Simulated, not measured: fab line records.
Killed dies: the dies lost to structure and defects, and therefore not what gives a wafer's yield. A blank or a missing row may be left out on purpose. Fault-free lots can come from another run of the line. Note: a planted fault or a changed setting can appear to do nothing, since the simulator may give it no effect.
Chamber matching || flow nand-harc || NHARC_A_STAIRCASE_ALD_415 on ald-hk-03 has 4 sister chambers
The step deposits SiO2, target thk 30 nm, pulse time 6 s, ald cycles 300. 16 wafers are shown with their chamber, then 8 later ones without.

== EACH WAFER AND ITS CHAMBER ==
{"wafer": "L833.1", "chamber": 1, "heater-power-w (W)": 382, "precursor-pulse-height-rel": 1.004}
{"wafer": "L833.4", "chamber": 3, "heater-power-w (W)": 456, "precursor-pulse-height-rel": 1.018}
{"wafer": "L833.6", "chamber": 2, "heater-power-w (W)": 492, "precursor-pulse-height-rel": 0.963}
{"wafer": "L840.1", "chamber": 3, "heater-power-w (W)": 457, "precursor-pulse-height-rel": 1.019}
{"wafer": "L840.2", "chamber": 0, "heater-power-w (W)": 520, "precursor-pulse-height-rel": 1.022}
{"wafer": "L840.3", "chamber": 1, "heater-power-w (W)": 389, "precursor-pulse-height-rel": 1.003}
{"wafer": "L839.3", "chamber": 1, "heater-power-w (W)": 398, "precursor-pulse-height-rel": 0.977}
{"wafer": "L839.5", "chamber": 0, "heater-power-w (W)": 524, "precursor-pulse-height-rel": 1.009}
{"wafer": "L839.6", "chamber": 3, "heater-power-w (W)": 450, "precursor-pulse-height-rel": 0.995}
{"wafer": "L848.1", "chamber": 2, "heater-power-w (W)": 490, "precursor-pulse-height-rel": 0.964}
{"wafer": "L848.4", "chamber": 0, "heater-power-w (W)": 522, "precursor-pulse-height-rel": 1.007}
{"wafer": "L848.6", "chamber": 0, "heater-power-w (W)": 528, "precursor-pulse-height-rel": 0.963}
{"wafer": "L847.2", "chamber": 0, "heater-power-w (W)": 530, "precursor-pulse-height-rel": 0.994}
{"wafer": "L847.3", "chamber": 3, "heater-power-w (W)": 449, "precursor-pulse-height-rel": 0.994}
{"wafer": "L847.6", "chamber": 1, "heater-power-w (W)": 390, "precursor-pulse-height-rel": 0.976}
{"wafer": "L851.4", "chamber": 1, "heater-power-w (W)": 375, "precursor-pulse-height-rel": 0.995}

SIGNATURES (means of the wafers above)
{"reading": "heater-power-w", "chamber 0": 524.80, "chamber 1": 386.80, "chamber 2": 491.00, "chamber 3": 453.00, "scatter within a chamber": 5.94}
{"reading": "precursor-pulse-height-rel", "chamber 0": 0.99900, "chamber 1": 0.99100, "chamber 2": 0.96350, "chamber 3": 1.00650, "scatter within a chamber": 0.0167}
Rule: distance of a wafer from a chamber = root of the sum over the readings of ((wafer's reading minus chamber's mean) / reading's scatter) squared. The wafer belongs to the nearest chamber; if the next one is less than 2 further off, it can't be placed. The scatter: the root of (the sum of the squares of (reading less its chamber's mean) over the shown wafers, divided by (wafers less chambers)).

== WAFERS WITHOUT THEIR CHAMBER ==
{"wafer": "L851.5", "heater-power-w (W)": 369, "precursor-pulse-height-rel": 0.986}
{"wafer": "L851.6", "heater-power-w (W)": 511, "precursor-pulse-height-rel": 1.032}
{"wafer": "L852.2", "heater-power-w (W)": 458, "precursor-pulse-height-rel": 1.048}
{"wafer": "L852.4", "heater-power-w (W)": 515, "precursor-pulse-height-rel": 0.986}
{"wafer": "L852.5", "heater-power-w (W)": 506, "precursor-pulse-height-rel": 1.007}
{"wafer": "L854.1", "heater-power-w (W)": 503, "precursor-pulse-height-rel": 0.983}
{"wafer": "L854.3", "heater-power-w (W)": 370, "precursor-pulse-height-rel": 0.974}
{"wafer": "L854.5", "heater-power-w (W)": 509, "precursor-pulse-height-rel": 0.990}

== WHICH CHAMBER EACH ONE RAN IN ==
{"wafer": "L851.5", "from the rows above": 1, "in truth": 1}
{"wafer": "L851.6", "from the rows above": 0, "in truth": 0}
{"wafer": "L852.2", "from the rows above": 3, "in truth": 3}
{"wafer": "L852.4", "from the rows above": 0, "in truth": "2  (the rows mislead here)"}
{"wafer": "L852.5", "from the rows above": "can't be placed: 0 or 2", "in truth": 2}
{"wafer": "L854.1", "from the rows above": "can't be placed: 2 or 0", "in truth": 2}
{"wafer": "L854.3", "from the rows above": 1, "in truth": 1}
{"wafer": "L854.5", "from the rows above": "can't be placed: 0 or 2", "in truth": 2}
Correct placement for 4 of the 8. Can't be placed from these rows: 3 (the true chamber is among the candidates in 3). Placed wrongly: 1.
